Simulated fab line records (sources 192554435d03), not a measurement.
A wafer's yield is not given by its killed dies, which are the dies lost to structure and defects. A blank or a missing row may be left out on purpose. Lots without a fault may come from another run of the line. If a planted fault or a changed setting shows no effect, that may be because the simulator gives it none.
Chamber matching / flow n5Finfet / N5_BEOL_M13_ETCH_67 on rieDiel-03 has 4 sister chambers
The step etches SiARC in CF4, target depth 143 nm, time 238.3 s. 14 wafers are shown with their chamber, then 7 later ones without.

== WAFERS, EACH WITH ITS CHAMBER ==
wafer=L075.1; chamber=3; showerheadPlenumPTorr (Torr)=2.22; throttleValvePct (%)=16.01; oesProductAu (a.u.)=0.65
wafer=L075.5; chamber=1; showerheadPlenumPTorr (Torr)=2.14; throttleValvePct (%)=15.71; oesProductAu (a.u.)=0.64
wafer=L075.6; chamber=2; showerheadPlenumPTorr (Torr)=2.19; throttleValvePct (%)=15.23; oesProductAu (a.u.)=0.79
wafer=L077.2; chamber=1; showerheadPlenumPTorr (Torr)=2.14; throttleValvePct (%)=15.72; oesProductAu (a.u.)=0.63
wafer=L077.5; chamber=3; showerheadPlenumPTorr (Torr)=2.22; throttleValvePct (%)=16.01; oesProductAu (a.u.)=0.64
wafer=L077.6; chamber=0; showerheadPlenumPTorr (Torr)=2.08; throttleValvePct (%)=15.59; oesProductAu (a.u.)=0.71
wafer=L082.1; chamber=0; showerheadPlenumPTorr (Torr)=2.08; throttleValvePct (%)=15.59; oesProductAu (a.u.)=0.69
wafer=L082.2; chamber=3; showerheadPlenumPTorr (Torr)=2.21; throttleValvePct (%)=16.05; oesProductAu (a.u.)=0.63
wafer=L082.3; chamber=2; showerheadPlenumPTorr (Torr)=2.19; throttleValvePct (%)=15.25; oesProductAu (a.u.)=0.77
wafer=L082.4; chamber=1; showerheadPlenumPTorr (Torr)=2.14; throttleValvePct (%)=15.75; oesProductAu (a.u.)=0.62
wafer=L082.5; chamber=1; showerheadPlenumPTorr (Torr)=2.14; throttleValvePct (%)=15.73; oesProductAu (a.u.)=0.62
wafer=L082.6; chamber=2; showerheadPlenumPTorr (Torr)=2.19; throttleValvePct (%)=15.26; oesProductAu (a.u.)=0.77
wafer=L089.1; chamber=0; showerheadPlenumPTorr (Torr)=2.08; throttleValvePct (%)=15.63; oesProductAu (a.u.)=0.69
wafer=L089.2; chamber=2; showerheadPlenumPTorr (Torr)=2.19; throttleValvePct (%)=15.27; oesProductAu (a.u.)=0.76

SIGNATURES (averages over the wafers above)
reading=showerheadPlenumPTorr; chamber 0=2.0800; chamber 1=2.1400; chamber 2=2.1900; chamber 3=2.2167; scatter within a chamber=0.00258
reading=throttleValvePct; chamber 0=15.6033; chamber 1=15.7275; chamber 2=15.2525; chamber 3=16.0233; scatter within a chamber=0.0197
reading=oesProductAu; chamber 0=0.6967; chamber 1=0.6275; chamber 2=0.7725; chamber 3=0.6400; scatter within a chamber=0.011
Rule: a wafer lies at a distance from a chamber equal to the root of the sum of squares, over the readings, of (its reading less the chamber's mean, divided by the reading's scatter). If the next closest chamber is less than 2 further off than the closest, the wafer can't be placed; otherwise it belongs to the closest. The scatter: the root of (the sum of the squares of (reading less its chamber's mean) over the shown wafers, divided by (wafers less chambers)).

== WAFERS WITHOUT THEIR CHAMBER ==
wafer=L089.5; showerheadPlenumPTorr (Torr)=2.13; throttleValvePct (%)=15.78; oesProductAu (a.u.)=0.61
wafer=L095.2; showerheadPlenumPTorr (Torr)=2.13; throttleValvePct (%)=15.78; oesProductAu (a.u.)=0.61
wafer=L095.3; showerheadPlenumPTorr (Torr)=2.07; throttleValvePct (%)=15.64; oesProductAu (a.u.)=0.67
wafer=L095.4; showerheadPlenumPTorr (Torr)=2.18; throttleValvePct (%)=15.29; oesProductAu (a.u.)=0.74
wafer=L097.1; showerheadPlenumPTorr (Torr)=2.07; throttleValvePct (%)=15.66; oesProductAu (a.u.)=0.65
wafer=L097.5; showerheadPlenumPTorr (Torr)=2.20; throttleValvePct (%)=16.09; oesProductAu (a.u.)=0.60
wafer=L097.6; showerheadPlenumPTorr (Torr)=2.18; throttleValvePct (%)=15.32; oesProductAu (a.u.)=0.73

== CHAMBER TAKEN BY EACH ==
wafer=L089.5; from the rows above=1; in truth=1
wafer=L095.2; from the rows above=1; in truth=1
wafer=L095.3; from the rows above=0; in truth=0
wafer=L095.4; from the rows above=2; in truth=2
wafer=L097.1; from the rows above=0; in truth=0
wafer=L097.5; from the rows above=3; in truth=3
wafer=L097.6; from the rows above=2; in truth=2
Placed correctly: 7 of 7. From these rows, 0 cannot be placed. 0 placed wrongly.
